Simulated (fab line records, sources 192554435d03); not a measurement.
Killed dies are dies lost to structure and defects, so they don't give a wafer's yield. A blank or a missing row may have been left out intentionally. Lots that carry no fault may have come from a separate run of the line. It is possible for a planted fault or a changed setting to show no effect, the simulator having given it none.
Which tool was responsible? -- flow n5_finfet -- 24 lots, 72 wafers sampled, at 5 steps of a route of 1938

WHAT THE GAUGES SHOWED, per wafer
N5_BEOL_M13_RS_MEAS_54: measurement is done with a four-point probe. Usual: for M13_RS the level is 0.0450 ohm/sq and the standard deviation is 0.00064.
lot,measured,on,M13_RS (ohm/sq),flag
L074,day 12 19:13,film_metro-02,0.0437 0.0447 0.0455,
L075,day 12 20:33,film_metro-02,0.0460 0.0454 0.0459,
L076,day 12 22:13,film_metro-02,0.0453 0.0439 0.0453,
L079,day 12 22:41,film_metro-01,0.0440 0.0460 0.0451,
L082,day 13 12:50,film_metro-02,0.0452 0.0454 0.0441,
L081,day 13 13:40,film_metro-02,0.0456 0.0454 0.0453,
L077,day 13 14:29,film_metro-02,0.0448 0.0437 0.0436,
L080,day 14 00:07,film_metro-02,0.0449 0.0439 0.0438,
L078,day 14 12:20,film_metro-01,0.0449 0.0446 0.0448,
L084,day 14 18:29,film_metro-01,0.0459 0.0450 0.0454,
L083,day 14 21:56,film_metro-01,0.0449 0.0450 0.0439,
L086,day 15 02:22,film_metro-01,0.0447 0.0450 0.0450,
L085,day 15 05:19,film_metro-01,0.0451 0.0441 0.0450,
L089,day 15 22:29,film_metro-02,0.0443 0.0453 0.0453,
L088,day 15 22:45,film_metro-02,0.0451 0.0452 0.0440,
L087,day 16 00:17,film_metro-02,0.0452 0.0448 0.0451,
L090,day 16 01:57,film_metro-02,0.0461 0.0445 0.0447,
L091,day 16 14:10,film_metro-01,0.0449 0.0465 0.0465,
L092,day 16 19:53,film_metro-02,0.0449 0.0451 0.0454,
L094,day 16 20:25,film_metro-02,0.0454 0.0441 0.0442,
L093,day 16 22:01,film_metro-02,0.0447 0.0446 0.0463,
L095,day 17 11:46,film_metro-02,0.0449 0.0452 0.0449,
L096,day 17 19:40,film_metro-01,0.0445 0.0449 0.0444,
L097,day 17 23:27,film_metro-02,0.0448 0.0445 0.0446,

N5_BEOL_M13_INSPECT_55: inspects for defects (darkfield). Usual: raw_defect_count at 71, with a standard deviation of 24.
lot,measured,on,raw_defect_count,flag
L074,day 12 19:14,defect_inspect-02,43 59 38,
L075,day 12 20:35,defect_inspect-02,52 74 47,
L076,day 12 22:14,defect_inspect-02,43 53 69,
L079,day 12 22:42,defect_inspect-01,55 94 64,
L082,day 13 12:52,defect_inspect-02,71 146 61,
L081,day 13 13:42,defect_inspect-02,67 46 73,
L077,day 13 14:30,defect_inspect-01,83 74 117,
L080,day 14 00:08,defect_inspect-02,124 114 85,
L078,day 14 12:21,defect_inspect-01,68 117 87,
L084,day 14 18:31,defect_inspect-01,75 46 100,
L083,day 14 21:58,defect_inspect-01,50 64 77,
L086,day 15 02:23,defect_inspect-02,64 37 52,
L085,day 15 05:20,defect_inspect-02,49 49 99,
L089,day 15 22:31,defect_inspect-01,40 123 76,
L088,day 15 22:47,defect_inspect-01,43 54 62,
L087,day 16 00:19,defect_inspect-01,72 41 55,
L090,day 16 01:58,defect_inspect-01,60 71 79,
L091,day 16 14:12,defect_inspect-02,48 131 61,
L092,day 16 19:55,defect_inspect-02,50 43 97,
L094,day 16 20:27,defect_inspect-02,135 97 83,
L093,day 16 22:02,defect_inspect-01,27 51 34,
L095,day 17 11:48,defect_inspect-02,89 85 78,
L096,day 17 19:41,defect_inspect-02,71 81 98,
L097,day 17 23:29,defect_inspect-01,117 92 105,

WHICH TOOL RAN EACH LOT (tool, then ch and the chambers of the sampled wafers, then the start)
lot,N5_BEOL_M12_SPUTTER_43,N5_BEOL_M13_DESCUM_33,N5_BEOL_M13_PRE_CLEAN_42
L074,"pvd_sputter-03, day 12 11:44","rie_diel-02 ch 0,1,3, day 12 15:13","pvd_sputter-02, day 12 18:01"
L075,"pvd_sputter-01, day 12 12:38","rie_diel-02 ch 1,2, day 12 16:13","pvd_sputter-01, day 12 18:37"
L076,"pvd_sputter-01, day 12 15:25","rie_diel-02 ch 2,3, day 12 19:19","pvd_sputter-03, day 12 21:00"
L079,"pvd_sputter-03, day 12 15:55","rie_diel-04 ch 0,1,2, day 12 19:45","pvd_sputter-03, day 12 21:29"
L082,"pvd_sputter-03, day 13 02:37","rie_diel-02 ch 0,2,3, day 13 05:45","pvd_sputter-02, day 13 11:37"
L081,"pvd_sputter-01, day 13 04:44","rie_diel-02 ch 0,1, day 13 07:38","pvd_sputter-02, day 13 12:13"
L077,"pvd_sputter-01, day 13 05:34","rie_diel-02 ch 1,3, day 13 08:37","pvd_sputter-01, day 13 12:35"
L080,"pvd_sputter-02, day 13 08:41","rie_diel-04 ch 2,3, day 13 12:43","pvd_sputter-03, day 13 22:43"
L078,"pvd_sputter-02, day 14 05:10","rie_diel-05 ch 0,1,3, day 14 08:10","pvd_sputter-01, day 14 11:07"
L084,"pvd_sputter-02, day 14 11:46","rie_diel-02 ch 0,1, day 14 15:11","pvd_sputter-02, day 14 17:17"
L083,"pvd_sputter-01, day 14 14:15","rie_diel-02 ch 0,1,3, day 14 17:50","pvd_sputter-01, day 14 20:44"
L086,"pvd_sputter-02, day 14 14:19","rie_diel-05 ch 0,1,3, day 14 17:52","pvd_sputter-03, day 15 01:10"
L085,"pvd_sputter-03, day 14 14:24","rie_diel-02 ch 1,2,3, day 14 18:22","pvd_sputter-01, day 15 03:48"
L089,"pvd_sputter-01, day 15 11:50","rie_diel-02 ch 0,3, day 15 14:44","pvd_sputter-03, day 15 20:19"
L088,"pvd_sputter-02, day 15 13:07","rie_diel-02 ch 0,2,3, day 15 15:57","pvd_sputter-01, day 15 20:23"
L087,"pvd_sputter-01, day 15 14:35","rie_diel-04 ch 1,3, day 15 17:28","pvd_sputter-03, day 15 22:55"
L090,"pvd_sputter-02, day 15 20:18","rie_diel-05 ch 0,2,3, day 15 23:31","pvd_sputter-03, day 16 00:39"
L091,"pvd_sputter-02, day 16 06:55","rie_diel-05 ch 0,2, day 16 10:23","pvd_sputter-01, day 16 12:58"
L092,"pvd_sputter-02, day 16 10:42","rie_diel-02 ch 1,2, day 16 14:07","pvd_sputter-02, day 16 18:41"
L094,"pvd_sputter-03, day 16 11:10","rie_diel-04 ch 1,2,3, day 16 14:29","pvd_sputter-03, day 16 19:01"
L093,"pvd_sputter-01, day 16 14:31","rie_diel-04 ch 0,2,3, day 16 17:16","pvd_sputter-01, day 16 19:24"
L095,"pvd_sputter-02, day 17 04:53","rie_diel-02 ch 1,2,3, day 17 07:52","pvd_sputter-02, day 17 10:32"
L096,"pvd_sputter-01, day 17 12:07","rie_diel-04 ch 1,2, day 17 15:38","pvd_sputter-03, day 17 18:28"
L097,"pvd_sputter-01, day 17 16:11","rie_diel-02 ch 1,3, day 17 19:50","pvd_sputter-03, day 17 22:12"
- N5_BEOL_M12_SPUTTER_43: material TaN, target thk 15 nm, time 24.19 s.
- N5_BEOL_M13_DESCUM_33: chemistry O2, time 7.9 s.
- N5_BEOL_M13_PRE_CLEAN_42: time 30 s.

AS READ BY THE TOOLS THEMSELVES (means over the sampled wafers that have a number; for cases with no such wafer, the mark the record gives instead)
N5_BEOL_M12_SPUTTER_43. Usual: throttle_valve_pct at 30.1 %, with a standard deviation of 1.2.
lot,tool,throttle_valve_pct (%),flag
L074,pvd_sputter-03,30.0,
L075,pvd_sputter-01,30.5,
L076,pvd_sputter-01,30.2,
L079,pvd_sputter-03,31.5,
L082,pvd_sputter-03,29.1,
L081,pvd_sputter-01,30.3,
L077,pvd_sputter-01,30.7,
L080,pvd_sputter-02,30.6,
L078,pvd_sputter-02,30.3,
L084,pvd_sputter-02,30.6,
L083,pvd_sputter-01,29.9,
L086,pvd_sputter-02,29.8,
L085,pvd_sputter-03,28.0,
L089,pvd_sputter-01,30.5,
L088,pvd_sputter-02,30.2,
L087,pvd_sputter-01,30.9,
L090,pvd_sputter-02,30.0,
L091,pvd_sputter-02,29.8,
L092,pvd_sputter-02,30.5,
L094,pvd_sputter-03,30.1,
L093,pvd_sputter-01,30.0,
L095,pvd_sputter-02,29.8,
L096,pvd_sputter-01,29.5,
L097,pvd_sputter-01,29.5,

N5_BEOL_M13_DESCUM_33. Usual: bias_power_w 20.00 W, standard deviation 0.061; drypump_motor_current_A 5.64 A, standard deviation 0.27; oes_product_au 0.82 a.u., standard deviation 0.091; rf_vpp_V 243.2 V, standard deviation 1.1; showerhead_plenum_p_Torr 2.09 Torr, standard deviation 0.071; throttle_valve_pct 20.32 %, standard deviation 0.25.
lot,tool,bias_power_w (W),drypump_motor_current_A (A),oes_product_au (a.u.),rf_vpp_V (V),showerhead_plenum_p_Torr (Torr),throttle_valve_pct (%),flag
L074,rie_diel-02,20.08,5.56,0.85,242.4,2.06,20.34,
L075,rie_diel-02,19.98,5.75,0.92,243.4,2.14,20.05,
L076,rie_diel-02,20.00,5.61,0.90,243.6,2.10,20.16,
L079,rie_diel-04,19.98,5.80,0.78,242.2,2.08,20.38,
L082,rie_diel-02,19.98,5.49,0.83,243.5,2.05,20.33,
L081,rie_diel-02,19.95,5.65,0.85,242.5,2.10,20.23,
L077,rie_diel-02,20.04,5.60,0.90,242.6,2.07,20.32,
L080,rie_diel-04,19.98,5.67,0.83,242.4,2.02,20.27,
L078,rie_diel-05,19.96,5.58,0.80,243.8,2.13,20.33,
L084,rie_diel-02,19.97,5.49,0.76,242.5,2.04,20.41,
L083,rie_diel-02,19.98,5.54,0.81,242.8,2.05,20.37,
L086,rie_diel-05,20.04,5.57,0.79,243.5,2.13,20.33,
L085,rie_diel-02,19.97,5.66,0.87,243.7,2.10,20.20,
L089,rie_diel-02,19.96,5.35,0.74,241.9,2.00,20.55,
L088,rie_diel-02,20.01,5.47,0.79,243.3,2.04,20.38,
L087,rie_diel-04,19.99,5.78,0.78,243.8,2.17,20.38,
L090,rie_diel-05,19.98,5.84,0.75,243.1,2.11,20.33,
L091,rie_diel-05,19.98,5.67,0.70,243.4,2.06,20.26,
L092,rie_diel-02,20.16,5.71,0.86,243.9,2.13,20.09,
L094,rie_diel-04,19.99,5.74,0.83,243.6,2.13,20.31,
L093,rie_diel-04,19.98,5.65,0.82,243.5,2.11,20.52,
L095,rie_diel-02,20.00,5.65,0.85,242.6,2.09,20.24,
L096,rie_diel-04,19.92,5.82,0.80,242.9,2.06,20.15,
L097,rie_diel-02,19.97,5.58,0.83,243.0,2.06,20.37,

N5_BEOL_M13_PRE_CLEAN_42. Usual: heater_power_w at 337 W, with a standard deviation of 36.
lot,tool,heater_power_w (W),flag
L074,pvd_sputter-02,319,
L075,pvd_sputter-01,364,
L076,pvd_sputter-03,365,
L079,pvd_sputter-03,376,
L082,pvd_sputter-02,318,
L081,pvd_sputter-02,334,
L077,pvd_sputter-01,342,
L080,pvd_sputter-03,375,
L078,pvd_sputter-01,295,
L084,pvd_sputter-02,325,
L083,pvd_sputter-01,346,
L086,pvd_sputter-03,349,
L085,pvd_sputter-01,322,
L089,pvd_sputter-03,348,
L088,pvd_sputter-01,325,
L087,pvd_sputter-03,363,
L090,pvd_sputter-03,360,
L091,pvd_sputter-01,322,
L092,pvd_sputter-02,328,
L094,pvd_sputter-03,351,
L093,pvd_sputter-01,312,
L095,pvd_sputter-02,337,
L096,pvd_sputter-03,346,
L097,pvd_sputter-03,358,

THE ANSWER, worked out from the rows above alone
Rule: lot off if the mean of its wafers having a number is beyond 3 standard deviations from the usual mean. A lot without any number at a reading at which 4 lots or more have one is off too. The other lots that the step has rows for count as sound. Order of review: gauges by route order, followed by the tools' own readings, for which a lot's mean as printed above is used. At the first step where some lot is off, the reading lying furthest off is the one used; lots without a number count as furthest.
Nothing can be told from this: no lot is off at any reading shown.

WHAT THE SIMULATOR HAD PUT IN
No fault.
